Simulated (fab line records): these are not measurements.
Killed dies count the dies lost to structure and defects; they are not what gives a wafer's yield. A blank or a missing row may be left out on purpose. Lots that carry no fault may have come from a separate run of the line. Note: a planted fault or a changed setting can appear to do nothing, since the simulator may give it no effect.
The tool behind it: which one?    flow n5-finfet    Sampling: 11 lots, 33 wafers, 2 of 1938 route steps

== WHAT THE GAUGES READ, wafer by wafer ==
N5_PASSIVATION_CD_MEAS_44: the cd target is 40000 nm.
lot   measured      on         cd-nm (nm)
L629  day 12 13:19  cd-sem-02  39993 39995 40000
L630  day 12 19:04  cd-sem-03  40006 40004 40001
L632  day 13 13:23  cd-sem-02  40003 40000 39999
L635  day 14 19:11  cd-sem-03  40007 40000 40000
L638  day 14 23:19  cd-sem-02  40002 39994 39997
L641  day 16 03:18  cd-sem-03  40001 40000 40004
L642  day 16 13:44  cd-sem-03  40000 39998 40003
L644  day 16 19:31  cd-sem-01  40000 40000 39997
L645  day 17 06:04  cd-sem-02  39992 39999 39999
L646  day 17 16:30  cd-sem-02  39999 39995 39998
L649  day 18 08:47  cd-sem-03  40003 40003 39998

== EACH LOT AND THE TOOL THAT RAN IT (in order: tool; ch and the chambers of the sampled wafers; start) ==
lot   N5_MIM_BOT_ETCH_ETCH_04
L629  rie-diel-06 ch 0,2,3, day 12 07:37
L630  rie-diel-01 ch 0,1,3, day 12 11:13
L632  rie-diel-03 ch 0,1,3, day 13 07:16
L635  rie-diel-03 ch 0,2,3, day 14 14:20
L638  rie-diel-06 ch 0,1,2, day 14 15:53
L641  rie-diel-01 ch 0,2,3, day 15 19:58
L642  rie-diel-03 ch 0,1,2, day 16 05:43
L644  rie-diel-03 ch 0,2,3, day 16 13:13
L645  rie-diel-01 ch 0,3, day 17 00:12
L646  rie-diel-03 ch 2,3, day 17 10:31
L649  rie-diel-06 ch 0,1,3, day 18 01:59
- N5_MIM_BOT_ETCH_ETCH_04: etches SiNx in CF4/O2, target depth 26 nm, time 13 s.

== AS READ BY THE TOOLS THEMSELVES (means over the sampled wafers that have a number; for cases with no such wafer, the mark the record gives instead) ==
N5_MIM_BOT_ETCH_ETCH_04.
lot   tool         drypump-motor-current-A (A)  oes-product-au (a.u.)  rf-vpp-V (V)  showerhead-plenum-p-Torr (Torr)  throttle-valve-pct (%)
L629  rie-diel-06  5.5                          0.80                   242           2.24                             16.12
L630  rie-diel-01  6.2                          0.89                   238           2.21                             15.76
L632  rie-diel-03  5.9                          0.85                   238           2.18                             15.92
L635  rie-diel-03  5.7                          0.84                   239           2.20                             15.93
L638  rie-diel-06  5.6                          0.81                   244           2.28                             15.94
L641  rie-diel-01  5.8                          0.89                   236           2.19                             15.84
L642  rie-diel-03  5.7                          0.81                   239           2.19                             16.08
L644  rie-diel-03  5.7                          0.82                   238           2.19                             15.97
L645  rie-diel-01  6.3                          0.85                   236           2.21                             15.85
L646  rie-diel-03  5.6                          0.83                   236           2.16                             15.83
L649  rie-diel-06  5.6                          0.84                   241           2.25                             16.04

== THE ANSWER, worked out from the rows above alone ==
Rule: the usual values come from the lots themselves. The widest of any qualifying gaps counts: lots, ordered by their means at a reading, are off when they make up no more than a third of the lots, leave a main group of 4 or more, and stand apart from it by 3 or more times the standard deviation of that group's means. A main group is skipped when, at the precision printed for the reading in the tables above, its means are all equal. A lot without any number at a reading at which 4 lots or more have one is off too. The other lots that the step has rows for count as sound. First the gauges in route order, then the tools' own readings, where a lot's mean is used as printed above. The first step at which some lot is off is used, and at that step the reading that is off furthest; a lot without a number counts as furthest.
Nothing can be told from this: no lot is off at any reading shown.

== WHAT THE SIMULATOR PUT IN ==
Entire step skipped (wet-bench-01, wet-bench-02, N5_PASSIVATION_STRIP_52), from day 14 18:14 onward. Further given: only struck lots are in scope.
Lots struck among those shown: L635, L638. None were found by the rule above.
